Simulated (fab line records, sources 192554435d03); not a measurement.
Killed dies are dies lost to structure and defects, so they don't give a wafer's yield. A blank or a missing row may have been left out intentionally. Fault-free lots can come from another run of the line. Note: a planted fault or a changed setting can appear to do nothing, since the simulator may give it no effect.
Matching of chambers	flow n5 finfet	rie diel-06 running N5_HKMG_FIN_ETCH_58: 4 sister chambers
The step etches SOC in N2/H2, target depth 215.8 nm, time 741 s. 14 wafers are shown with their chamber, then 7 later ones without.

WAFERS PAIRED WITH THEIR CHAMBERS
wafer	chamber	throttle valve pct (%)	showerhead plenum p Torr (Torr)	oes product au (a.u.)
L074.1	1	17.47	2.55	0.78
L074.2	3	17.93	2.55	0.77
L074.3	2	17.78	2.62	0.72
L075.1	0	17.68	2.50	0.91
L075.3	1	17.49	2.55	0.78
L075.5	1	17.48	2.55	0.77
L084.1	2	17.82	2.61	0.72
L084.5	3	17.97	2.55	0.75
L084.6	0	17.71	2.49	0.87
L086.1	3	17.96	2.54	0.74
L086.3	1	17.51	2.54	0.75
L086.4	2	17.81	2.61	0.71
L087.2	0	17.71	2.49	0.87
L087.3	3	17.99	2.54	0.74

SIGNATURES (means of the wafers above)
reading	chamber 0	chamber 1	chamber 2	chamber 3	scatter within a chamber
throttle valve pct	17.7000	17.4875	17.8033	17.9625	0.0205
showerhead plenum p Torr	2.4933	2.5475	2.6133	2.5450	0.00555
oes product au	0.8833	0.7700	0.7167	0.7500	0.0153
Rule: a wafer's distance from a chamber is the root of the sum, over the readings, of the square of ((its reading less the chamber's mean) divided by the reading's scatter). The wafer belongs to the nearest chamber; if the next one is less than 2 further off, it can't be placed. How the scatter is found: for the shown wafers, subtract from each reading the mean of its chamber, square and add these, divide the total by (wafers less chambers), then take the root.

WAFERS WITHOUT THEIR CHAMBER
wafer	throttle valve pct (%)	showerhead plenum p Torr (Torr)	oes product au (a.u.)
L087.5	17.81	2.61	0.70
L094.2	17.54	2.53	0.74
L094.5	18.02	2.54	0.72
L094.6	17.83	2.60	0.69
L097.1	17.84	2.60	0.69
L097.2	18.03	2.54	0.72
L097.6	17.84	2.60	0.68

EACH ONE'S CHAMBER
wafer	from the rows above	in truth
L087.5	2	2
L094.2	1	1
L094.5	3	3
L094.6	2	2
L097.1	2	2
L097.2	3	3
L097.6	2	2
7 of 7 placed correctly. Not placeable from these rows: 0. 0 placed wrongly.
